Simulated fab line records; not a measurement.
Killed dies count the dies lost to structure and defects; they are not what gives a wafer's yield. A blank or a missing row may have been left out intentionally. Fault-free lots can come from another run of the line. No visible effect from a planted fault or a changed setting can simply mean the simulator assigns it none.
fab line records	flow n5-finfet
record: lots: 4	wafers: 12	last-day: 16
route steps=1938 shown FIN_CUT@179 STI_FIN_REVEAL@183 DUMMY_GATE@212 BEOL_M4@1111 PASSIVATION@1936
lots with no fault: from the same line, run without faults
start-h: hours from the record's first day to the start of the lot's first wafer shown	wait-h: hours from the lot's prior step to this one	" same as the row above	L1.1+2: a row that stands for several wafers	- value missing, or start not given	* or withheld: withheld	< > ~ a bound
route shown NAME@n: a module of which the file shows steps, and the number in the route of the first	usual: the fault-free wafers' mean and standard deviation	same: alike in all rows	chamber/n: place in a boat	sites: each site's reading	_std_site: standard deviation across them	_edge_site: mean of outer sites minus mean of inner sites	radius-mm: how far each site lies from the wafer's centre	mask NAME#n: copy n	behind: the most recent tool/chamber to have shaped the wafer	hold: cause of the lot's hold/its duration in hours/its outcome	device: whichever transistor did not switch (one of n, p or np)	end of line: at the end of the route, the tests of the same wafers	step lacking rows: just its recipe	killed: dies that structure and defects cost at the first sort, which is not the same as the wafer's yield	map: a wafer's dies, x killed, . not, _ none there
set.NAME: the run value of the setting; set.NAME@STEP: its run value at that earlier step	model.NAME: the simulator's own value behind a step, which no gauge read
lots seen at some steps along the route; tables by step, rows by wafer
services: from which hour (start-h, from the record's first day; less than 0 if before it) a tool's chamber was out of use, for how many hours, and why
== steps ==
step: N5_FIN_CUT_PRECLEAN_36
recipe: chemistry: O3/DIW	time-s: 60	temp-c: 22	o3-ppm: 10
step: N5_FIN_CUT_SRD_32
recipe: dry: ipa-marangoni	time-s: 30	temp-c: 23	rinse-liquid: diw
step: N5_FIN_CUT_UV_OZONE_34
recipe: time-s: 120	pressure-torr: 760	temp-c: 25
step: N5_STI_FIN_REVEAL_ALD_00
recipe: material: SiO2	target-thk-a: 10	temp-c: 300	ald-precursor-family: BDEAS	ald-co-reactant: O2-plasma	pulse-time-s: 1	pressure-torr: 2
step: N5_STI_FIN_REVEAL_ALD_14
recipe: material: Si3N4	target-thk-a: 30	temp-c: 400	ald-precursor-family: SiH2I2	ald-co-reactant: N2/H2-plasma	pressure-torr: 2
step: N5_STI_FIN_REVEAL_FCVD_FILL_01
recipe: material: SiO2_flowable	target-thk-a: 3120	temp-c: 100	pressure-torr: 0.8	rf-w: 2000	time-s: 512.2
step: N5_STI_FIN_REVEAL_DENSIFY_02
recipe: temp-c: 650	ambient: steam	time-s: 1800	idle-temp-c: 400	densification-p-h2o-torr: 640
step: N5_STI_FIN_REVEAL_CMP_04
recipe: stop-on: Si3N4	t-overpolish-s: 4	down-force-psi: 2	platen-rpm: 54.18	post-cmp-clean: alkaline-brush	pad-velocity-m-s: 1.078	target-thk-nm: 131.83
step: N5_STI_FIN_REVEAL_DENSIFY_30
recipe: temp-c: *	time-s: *	ambient: N2	idle-temp-c: 600	ramp-up-c-per-s: 150	ramp-down-c-per-s: 60	cool-to-c: 600
step: N5_STI_FIN_REVEAL_ETCHBACK_08
recipe: chemistry: C4F6/O2	target: SiO2	target-depth-a: 305	time-s: 10.167	ion-energy-ev: 250	pressure-mtorr: 30	source-w: 345	bias-w: 185	Ar_flow_sccm: 300	C4F6_flow_sccm: 10	O2_flow_sccm: 10
step: N5_STI_FIN_REVEAL_STRIP_24
recipe: chemistry: N2/H2	time-s: 90	power-w: 100	temp-c: 40	pressure-mtorr: 100	rf-frequency-hz: 6e+07	bias-power-w: 3	n2-flow-sccm: 300	h2-flow-sccm: 300
usual: drypump-motor-current-A: 5.7/0.39	h2-flow-sccm: 299.9/1	oes-product-au: 0.77/0.082	rf-vpp-V: 45.4/0.77	showerhead-plenum-p-Torr: 3.35/0.085	throttle-valve-pct: 12.24/0.27
lot.wafer	tool	chamber	start-h	wait-h	drypump-motor-current-A	h2-flow-sccm	oes-product-au	rf-hours-counter-h	rf-vpp-V	showerhead-plenum-p-Torr	throttle-valve-pct
L739.2	rie-diel-05	2	33.96	0.0	5.7	302.0	0.80	134	45.8	3.51	11.86
L739.4	"	3	"	"	5.2	299.4	0.70	211	43.2	3.34	12.59
L739.5	"	0	"	"	5.7	303.0	0.74	-	45.3	3.37	12.14
L750.4	rie-diel-05	2	102.99	0.0	5.7	301.2	0.77	162	45.7	3.49	11.96
L750.5	"	2	"	"	5.6	300.2	0.77	-	45.6	3.49	11.95
L750.6	"	1	"	"	5.2	300.2	0.75	-	44.8	3.37	12.31
L753.1	rie-diel-05	2	118.98	0.0	5.7	299.2	0.77	169	45.4	3.49	11.97
L753.4	"	1	"	"	5.2	300.0	0.75	165	44.7	3.37	12.32
L753.6	"	3	"	"	5.2	301.2	0.69	-	44.8	3.32	12.70
L758.1	rie-diel-03	3	148.10	0.0	5.6	300.0	0.91	29	46.2	3.31	11.98
L758.3	"	2	"	"	6.2	299.8	0.75	158	45.5	3.26	12.36
L758.4	"	0	"	"	6.1	300.3	0.83	-	44.9	3.26	12.02
step: N5_STI_FIN_REVEAL_PRECLEAN_25
recipe: chemistry: SPM	time-s: 90	temp-c: 120	mix: 4:1
step: N5_STI_FIN_REVEAL_PRECLEAN_26
recipe: chemistry: SC1	time-s: 45	temp-c: 46	mix: 1:2:100
step: N5_STI_FIN_REVEAL_PRECLEAN_29
recipe: chemistry: DHF	time-s: 30	temp-c: 25	dilution: 300:1
step: N5_STI_FIN_REVEAL_SRD_12
recipe: time-s: 30	temp-c: 23	rinse-liquid: diw	dry: ipa-marangoni
step: N5_STI_FIN_REVEAL_RECESS_09
recipe: chemistry: HF/NH3	target: SiO2	afs-cycles: 11	target-depth-a: 425	temp-c: 30	sublimation-temp-c: 180	sublimation-time-s: 60
step: N5_STI_FIN_REVEAL_STRIP_16
recipe: chemistry: H3PO4	material: SiNx	temp-c: 165	target-depth-a: 238	overetch-fraction: 0.4964	dry: ipa-marangoni
step: N5_STI_FIN_REVEAL_PRECLEAN_17
recipe: chemistry: NF3:NH3	afs-cycles: 1	temp-c: 30	time-s: 20	sublimation-temp-c: 180	sublimation-time-s: 60	pressure-torr: 3	rf-power-w: 30
step: N5_STI_FIN_REVEAL_ETCH_34
recipe: chemistry: H2	mode: isotropic	material: Si	target: Si	target-depth-a: 9.7	temp-c: 20	pressure-mtorr: 4.5	icp-w: 300	bias-w: 0	h2-flow-sccm: 7.5	he-flow-sccm: 142.5
step: N5_STI_FIN_REVEAL_OXIDATION_31
recipe: chemistry: O2_PLASMA_REMOTE	temp-c: 150	time-s: 20	pressure-mtorr: 1000	source-power-w: 2000	o2-flow-sccm: 3000
step: N5_STI_FIN_REVEAL_PRECLEAN_32
recipe: chemistry: NF3:NH3	afs-cycles: 1	temp-c: 30	time-s: 20	sublimation-temp-c: 180	sublimation-time-s: 60	pressure-torr: 3	rf-power-w: 30
step: N5_STI_FIN_REVEAL_STRIP_35
recipe: chemistry: H3PO4	material: Si3N4	temp-c: 165	target-depth-a: 40	time-s: 39
step: N5_STI_FIN_REVEAL_SRD_21
recipe: dry: ipa-marangoni	time-s: 30	temp-c: 23	rinse-liquid: diw
step: N5_STI_FIN_REVEAL_OXIDATION_33
recipe: chemistry: O2_PLASMA_REMOTE	temp-c: 150	time-s: 20	pressure-mtorr: 1000	source-power-w: 2000	o2-flow-sccm: 3000
step: N5_STI_FIN_REVEAL_CLEAN_19
recipe: chemistry: O3/DIW	temp-c: 25	time-s: 120	o3-ppm: 10
step: N5_STI_FIN_REVEAL_SRD_23
recipe: dry: ipa-marangoni	time-s: 30	temp-c: 23	rinse-liquid: diw
step: N5_STI_FIN_REVEAL_PRECLEAN_18
recipe: chemistry: SC2	time-s: 45	temp-c: 35	mix: 1:1:50
step: N5_STI_FIN_REVEAL_SRD_28
recipe: dry: ipa-marangoni	time-s: 30	temp-c: 23	rinse-liquid: diw
step: N5_STI_FIN_REVEAL_INSPECT_13
recipe: inspect-instrument: darkfield	mode: post-clean
usual: raw-defect-count: 13/5.3
lot.wafer	tool	chamber	start-h	wait-h	raw-defect-count
L739.2	defect-inspect-02	-	36.97	0.0	14
L739.4	"	-	"	"	19
L739.5	"	-	"	"	19
L750.4	defect-inspect-01	-	105.99	0.0	385
L750.5	"	-	"	"	360
L750.6	"	-	"	"	326
L753.1	defect-inspect-01	-	122.10	0.0	333
L753.4	"	-	"	"	311
L753.6	"	-	"	"	353
L758.1	defect-inspect-02	-	151.11	0.0	16
L758.3	"	-	"	"	13
L758.4	"	-	"	"	6
step: N5_DUMMY_GATE_PRECLEAN_00
recipe: chemistry: O3/DIW	time-s: 60	temp-c: 22	o3-ppm: 10
step: N5_BEOL_M4_RC_MEAS_101
usual: DIBL_N: 35.8/1.8	DIBL_P: 35.6/2	IOFF_N: 0.148/0.028	IOFF_P: 0.20/0.034	ION_N: 672/12	ION_P: 462/8.5	SS_N: 71.2/0.65	SS_P: 73.1/0.67	VT_N: 251/3.3	VT_P: -251/3.8
lot.wafer	tool	chamber	start-h	wait-h	DIBL_N[mV/V]	DIBL_P[mV/V]	IOFF_N[nA/um]	IOFF_P[nA/um]	ION_N[uA/um]	ION_P[uA/um]	SS_N[mV/dec]	SS_P[mV/dec]	VT_N[mV]	VT_P[mV]
L739.2	prober-02	0	159.32	0.2	32.9	34.5	0.131	0.15	678	454	70.7	72.3	253	-257
L739.4	"	0	"	"	35.3	36.7	0.157	0.18	682	457	72.1	72.9	251	-256
L739.5	"	0	"	"	32.1	33.1	0.114	0.14	654	446	71.1	72.3	255	-258
L750.4	prober-01	0	232.01	0.5	34.7	35.5	0.142	0.19	678	463	71.1	72.4	249	-250
L750.5	"	0	"	"	32.9	33.3	0.118	0.16	671	463	70.8	72.7	250	-251
L750.6	"	0	"	"	35.9	36.8	0.151	0.20	670	461	70.8	72.7	249	-252
L753.1	prober-01	0	244.70	0.0	33.6	33.7	0.123	0.17	668	458	71.1	72.9	253	-252
L753.4	"	0	"	"	33.3	32.5	0.119	0.18	658	459	70.8	72.1	253	-251
L753.6	"	0	"	"	31.8	30.4	0.091	0.14	643	453	71.6	71.2	258	-256
L758.1	prober-02	0	273.76	0.0	34.3	33.8	0.113	0.16	658	452	70.9	72.3	258	-257
L758.3	"	0	"	"	33.6	33.0	0.107	0.14	659	453	70.2	71.4	256	-256
L758.4	"	0	"	"	38.4	39.4	0.190	0.24	689	467	71.5	73.6	249	-251
step: N5_PASSIVATION_PROBE_49
usual: defect-limited-yield: 91.3/1.5	killed_at_M0_to_M3: 34/11	killed_at_M4_up: 14/6.1	killed-at-contacts: 12/5.9	killed-at-front-end: 39/11	killed-at-other: 4/3.3	killed-dies: 102/18	killed-open: 67/13	killed-short: 33/7.9	sort_bin_5_function: 5.1/1	sort_bin_6_memory: 3.3/0.7	sort_bin_8_speed: 0.1/0.69	sort-n-pass: 1077/19	sort-yield-pct: 91.3/1.6
same: gross-dies: 1180	killed-at-back-side: 0	sort_bin_4_leakage[%]: 0
lot.wafer	tool	chamber	start-h	wait-h	defect-limited-yield[%]	killed_at_M0_to_M3	killed_at_M4_up	killed-at-contacts	killed-at-front-end	killed-at-other	killed-dies	killed-open	killed-short	sort_bin_5_function[%]	sort_bin_6_memory[%]	sort_bin_8_speed[%]	sort-n-pass	sort-yield-pct[%]
L739.2	prober-01	-	253.59	0.1	89.4	30	13	14	62	6	125	88	37	6.5	3.5	0	1055	89.4
L739.4	prober-01	-	253.69	0.2	91.7	32	7	13	42	4	98	62	33	4.8	3.1	0	1082	91.7
L739.5	prober-01	-	253.74	0.2	92.9	37	11	6	28	2	84	61	22	4.7	2.2	0	1096	92.9
L750.4	prober-01	-	328.22	0.2	84.5	38	9	7	122	7	183	42	33	10.6	3.2	0	997	84.5
L750.5	prober-01	-	328.27	0.2	81.4	44	15	19	134	8	220	79	36	13.1	4.0	0	960	81.4
L750.6	prober-01	-	328.32	0.3	84.8	39	9	10	113	8	179	64	34	9.7	3.8	0	1001	84.8
L753.1	prober-01	-	343.61	0.0	83.6	29	18	8	135	3	193	55	27	10.3	4.7	0	987	83.6
L753.4	prober-01	-	343.76	0.2	83.5	34	18	11	127	5	195	68	36	10.6	4.2	0	985	83.5
L753.6	prober-01	-	343.86	0.3	87.0	25	22	9	87	10	153	65	32	9.0	3.2	0.1	1026	86.9
killed by level:class
L739.2 STI_FIN_REVEAL:geometric-particle:open=23 MOL_CONTACT_COAG:geometric-particle:open=11 FIN_SAQP:geometric-particle:open=8 FIN_SAQP:geometric-particle:short=7 BEOL_M0_SAQP:geometric-particle:open=7 BEOL_M1:geometric-particle:open=7 BEOL_M4:geometric-particle:open=6 STI_FIN_REVEAL:geometric-particle:short=5
L739.4 STI_FIN_REVEAL:geometric-particle:open=11 FIN_SAQP:geometric-particle:open=8 BEOL_M1:geometric-particle:open=8 MOL_CONTACT_COAG:geometric-particle:open=7 FIN_SAQP:geometric-particle:short=6 MOL_CONTACT_COAG:geometric-particle:short=6 BEOL_M2:geometric-particle:open=6 STARTING-WAFER:geometric-particle:short=6
L739.5 STI_FIN_REVEAL:geometric-particle:open=12 BEOL_M2:geometric-particle:open=11 BEOL_M1:geometric-particle:open=10 BEOL_M4:geometric-particle:open=7 MOL_CONTACT_COAG:geometric-particle:open=6 BEOL_M0:geometric-particle:short=4 FIN_SAQP:geometric-particle:short=3 STI_FIN_REVEAL:geometric-particle:short=3
L750.4 STI_FIN_REVEAL:unspecified=107 BEOL_M0_SAQP:geometric-particle:short=8 BEOL_M0_SAQP:geometric-particle:open=7 BEOL_M1:geometric-particle:open=7 MOL_CONTACT_COAG:geometric-particle:open=5 BEOL_M4:geometric-particle:open=5 FIN_SAQP:geometric-particle:short=3 GATE_CUT:geometric-particle:short=3
L750.5 STI_FIN_REVEAL:unspecified=103 MOL_CONTACT_COAG:geometric-particle:open=18 BEOL_M0_SAQP:geometric-particle:short=13 STI_FIN_REVEAL:geometric-particle:open=10 BEOL_M4:geometric-particle:open=10 FIN_SAQP:geometric-particle:open=8 GATE_CUT:geometric-particle:short=6 BEOL_M3:geometric-particle:open=6
L750.6 STI_FIN_REVEAL:unspecified=81 BEOL_M1:geometric-particle:open=8 STI_FIN_REVEAL:geometric-particle:open=7 BEOL_M0_SAQP:geometric-particle:short=7 BEOL_M0_SAQP:geometric-particle:open=7 GATE_CUT:geometric-particle:short=6 MOL_CONTACT_COAG:geometric-particle:open=6 BEOL_M2:geometric-particle:open=6
L753.1 STI_FIN_REVEAL:unspecified=107 BEOL_M0_SAQP:geometric-particle:short=9 BEOL_M4:geometric-particle:open=9 MOL_CONTACT_COAG:geometric-particle:open=8 FIN_SAQP:geometric-particle:open=7 BEOL_M0_SAQP:geometric-particle:open=7 STI_FIN_REVEAL:geometric-particle:open=4 BEOL_M3:geometric-particle:open=4
L753.4 STI_FIN_REVEAL:unspecified=91 BEOL_M3:geometric-particle:open=11 FIN_SAQP:geometric-particle:open=10 BEOL_M0_SAQP:geometric-particle:short=9 MOL_CONTACT_COAG:geometric-particle:open=9 FIN_SAQP:geometric-particle:short=8 BEOL_M0_SAQP:geometric-particle:open=8 BEOL_M4:geometric-particle:open=5
L753.6 STI_FIN_REVEAL:unspecified=55 BEOL_M3:geometric-particle:open=11 BEOL_M4:geometric-particle:open=9 FIN_SAQP:geometric-particle:open=6 MOL_CONTACT_COAG:geometric-particle:open=6 GATE_CUT:geometric-particle:short=5 BEOL_M2:geometric-particle:open=5 DUMMY_GATE:geometric-particle:open=4
map L750.5 (x killed, . not)
_________________...x........________________
______________......x..........._____________
___________....x.........x.........__________
__________.x.................x......_________
________......................x......._______
_______................................______
______...............x..x.......x......x_____
_____..xxx.............x..x...x..........____
____...........................xx.....x...___
___...x............xx......x......x........__
___.............x.....x.x...........x..x...__
__.............x..........................x._
__..x.xxx................x........x......x.._
_x.............x.x......x..x..x.............x
_......x...............................x.....
_...x.........x....x..x......xx............x.
_...................x..............x......x..
_....x..........x.xx.x.x.....x.......x.x.....
_...........x......x.xxx...xx................
_................x..xxxx..........x.....x..x.
_x...........x...xxxx.xx.xx.xx...x.x......x..
__x...........x.xxxxxxx.xxxx...............x_
__.............xxxxxxxxxxx..xx.............._
___....x.......xxxxxxxxxxxxxx.x............__
___x.x.......x.xxxxxxxxxxxx.xx.....x.......__
____..xx.....x..xxxxxxxxxx..x.............___
_____.....x....x.xxxxxxxx.xx.....x..x.x..____
______............xx.xx...x..x........x._____
_______..x....x.xxxxx.xx...x...x.......______
________.....xxx......x....x........x._______
__________x............x.......x...._________
___________..........x.x..x..x.....__________
______________....xx............_____________
_________________............________________
map L753.4 (x killed, . not)
_________________.......x....________________
______________x..........xx....._____________
___________........................__________
__________.........................._________
________x....x.....x.................._______
_______x.........xx......x..x.......x..______
______...................xx..x.........._____
_____.xx...........xx..x.x.............xx____
____..x..xx...........x...x......x........___
___...................x....x...............__
___..................x...........x...x.....__
__....x.....x.................x.....x......._
__....x.x...x.....x.........x..............._
_...............xx..x.........x.........x....
_..............x.......x.............xx...xx.
_..........................x.....x.xxx.xxxxx.
_...................xx............xxxxxxxx.x.
_..........x.......................xxxxxxxxxx
_....x..................x..........xxxxxxxx.x
_...x....xxxx..............x.....xxxxxxxxxxxx
_......................x....x....xx.xxxxxxxxx
__......x.x........................xxxxxxxxx_
__..........................x....x.xxxxxxxxx_
___................................xx.xxxxx__
___......x..x.x.......x.......x.....x.x.x..__
____......xx...x.......x.............xxx..___
_____....x...............................____
______..xx......x........x........x....._____
_______......x...x........x............______
________x..x.x.............x......x..._______
__________x........x................_________
___________.............x.......xx.__________
______________..x.....x...x....._____________
_________________............________________
== services ==
tool	chamber	start-h	hours	kind
rie-diel-05	2	35.44	5.7	repair
rie-diel-05	1	45.20	32.4	repair
rie-diel-05	0	48.06	9.0	repair
rie-diel-03	3	60.97	-	clean
rie-diel-03	3	60.97	-	consumable-replace:focus-ring
rie-diel-03	3	60.97	14.1	scheduled-down
rie-diel-03	3	60.97	14.1	vent-cycle
rie-diel-03	1	121.14	-	clean
rie-diel-03	1	121.14	-	consumable-replace:focus-ring
rie-diel-03	1	121.14	33.9	scheduled-down
rie-diel-03	1	121.14	33.9	vent-cycle
rie-diel-05	3	128.67	-	clean
rie-diel-05	3	128.67	-	consumable-replace:focus-ring
rie-diel-05	3	128.67	11.6	scheduled-down
rie-diel-05	3	128.67	11.6	vent-cycle
== key ==
first-sign: step: N5_STI_FIN_REVEAL_INSPECT_13	reading: raw-defect-count	direction: up	sigmas: 62	usual: 13	struck: 345
effect: step: N5_PASSIVATION_PROBE_49	reading: killed-at-front-end	direction: up	sigmas: 7.6	usual: 39	struck: 120
more-kills-born-at: N5_STI_FIN_REVEAL_STRIP_24@rie-diel-05: 544
met-at N5_STI_FIN_REVEAL_STRIP_24
struck-wafers L750.4,L750.5,L750.6,L753.1,L753.4,L753.6
onset-between 33.96 102.99
fault: kind: chamber-particle-source	tool: rie-diel-05	chamber: -	onset-h: 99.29	steps: N5_STI_FIN_REVEAL_STRIP_24	rate-per-visit-cm2: 0.5092	end-h: 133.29
